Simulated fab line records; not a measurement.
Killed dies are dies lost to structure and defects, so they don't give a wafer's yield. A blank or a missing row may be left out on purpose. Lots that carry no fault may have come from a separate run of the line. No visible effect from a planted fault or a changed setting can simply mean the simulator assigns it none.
Matching of chambers | flow nand harc | NHARC_P_M2_DESCUM_14 on rie diel-08: 4 sister chambers
The step chemistry O2, time 3 s. 8 wafers are shown with their chamber, then 10 later ones without.

EACH WAFER AND ITS CHAMBER
wafer  | chamber | oes product au (a.u.) | throttle valve pct (%)
L080.5 | 1       | 0.987                 | 11.326
L082.2 | 2       | 0.993                 | 11.302
L082.6 | 2       | 0.997                 | 11.326
L085.1 | 3       | 0.991                 | 11.311
L085.2 | 0       | 0.988                 | 11.315
L085.5 | 3       | 0.988                 | 11.330
L088.2 | 0       | 0.995                 | 11.304
L088.4 | 1       | 1.005                 | 11.301

WAFERS WITH NO CHAMBER GIVEN
wafer  | oes product au (a.u.) | throttle valve pct (%)
L088.5 | 1.001                 | 11.304
L092.1 | 0.991                 | 11.311
L092.3 | 0.999                 | 11.303
L092.6 | 1.002                 | 11.319
L095.1 | 0.998                 | 11.301
L095.3 | 0.996                 | 11.325
L095.5 | 1.000                 | 11.308
L097.1 | 0.995                 | 11.308
L097.4 | 0.997                 | 11.326
L097.5 | 0.995                 | 11.312

THE CHAMBER EACH PASSED THROUGH
wafer  | from the rows above               | in truth
L088.5 | can't be placed: 1 or 2 or 0 or 3 | 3
L092.1 | can't be placed: 0 or 2 or 3 or 1 | 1
L092.3 | can't be placed: 1 or 2 or 0 or 3 | 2
L092.6 | can't be placed: 1 or 2 or 0 or 3 | 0
L095.1 | can't be placed: 1 or 2 or 0 or 3 | 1
L095.3 | can't be placed: 2 or 1 or 3 or 0 | 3
L095.5 | can't be placed: 1 or 2 or 0 or 3 | 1
L097.1 | can't be placed: 1 or 2 or 0 or 3 | 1
L097.4 | can't be placed: 1 or 2 or 3 or 0 | 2
L097.5 | can't be placed: 2 or 1 or 0 or 3 | 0
Placed correctly: 0 of 10. These rows do not allow placing 10 (true chamber among the candidates in 10). 0 placed wrongly.
How it was worked out, from the rows above alone: a wafer's distance from a chamber is the root of the sum, over the readings, of the square of ((its reading less the chamber's mean) divided by the reading's scatter). The wafer belongs to the nearest chamber; if the next one is less than 2 further off, it can't be placed. The mean given for a chamber averages the wafers shown for that chamber. How the scatter is found: for the shown wafers, subtract from each reading the mean of its chamber, square and add these, divide the total by (wafers less chambers), then take the root.
